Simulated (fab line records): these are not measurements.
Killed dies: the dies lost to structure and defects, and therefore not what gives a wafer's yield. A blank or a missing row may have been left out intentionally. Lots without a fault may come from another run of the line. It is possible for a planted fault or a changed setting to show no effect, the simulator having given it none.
The tool behind it: which one? | flow nand-harc | Sampling: 7 lots, 19 wafers, 2 of 1159 route steps

WHAT EACH GAUGE READ, for each wafer
NHARC_A_ONON_D1_THK_MEAS_27: measures by ellipsometry.
lot  | measured     | on            | thk-nm (nm)
L892 | day 8 11:19  | film-metro-02 | 1001 1000 999
L894 | day 8 11:19  | film-metro-01 | 1006 1006 1007
L897 | day 9 13:43  | film-metro-01 | 989 990 988
L900 | day 10 17:43 | film-metro-02 | 1008 1007 1007
L902 | day 11 09:22 | film-metro-02 | 1000 998 999
L909 | day 12 06:04 | film-metro-01 | 1388 986
L911 | day 12 23:05 | film-metro-02 | 1398 1398

WHAT TOOL EACH LOT RAN ON (gives the tool, then ch and the chambers of the sampled wafers, and finally the start)
lot  | NHARC_A_ONON_D1_DEP_25
L892 | pecvd-onon-01 ch 0, day 8 10:52
L894 | pecvd-onon-03 ch 0, day 8 10:56
L897 | pecvd-onon-04 ch 0, day 9 13:16
L900 | pecvd-onon-03 ch 0, day 10 17:13
L902 | pecvd-onon-03 ch 0, day 11 08:51
L909 | pecvd-onon-01 ch 0, day 12 05:33
L911 | pecvd-onon-01 ch 0, day 12 22:34
- NHARC_A_ONON_D1_DEP_25: target thk 1000 nm.

THE ANSWER, worked out from the rows above alone
Rule: what is usual is taken from the lots themselves. Put in order of their means at a reading, lots are off if they are a third of the lots or fewer, leave a main group of 4 or more, and stand apart from it by a gap of 3 or more times the standard deviation of the main group's means; of several such gaps the widest counts. A main group is skipped when, at the precision printed for the reading in the tables above, its means are all equal. A lot without any number at a reading at which 4 lots or more have one is off too. All remaining lots with rows at the step are treated as sound.
Off: L909, L911, at NHARC_A_ONON_D1_THK_MEAS_27 (thk-nm). Main group: mean 1000 nm, sd 6.6.
A tool fits if, at a process step before that reading, it ran every lot that is off, and no sound lot after the first of them. Those tools and the gauges at NHARC_A_ONON_D1_THK_MEAS_27 are tried in the same way. One fits: pecvd-onon-01 at NHARC_A_ONON_D1_DEP_25. A fault onset in the window from L892 (day 8 10:52, its last sound lot) to L909 (day 12 05:33, its first lot off) fits.

WHAT THE SIMULATOR HAD INSERTED
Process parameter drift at NHARC_A_ONON_D1_DEP_25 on pecvd-onon-01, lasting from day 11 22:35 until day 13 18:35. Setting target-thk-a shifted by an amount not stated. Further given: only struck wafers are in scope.
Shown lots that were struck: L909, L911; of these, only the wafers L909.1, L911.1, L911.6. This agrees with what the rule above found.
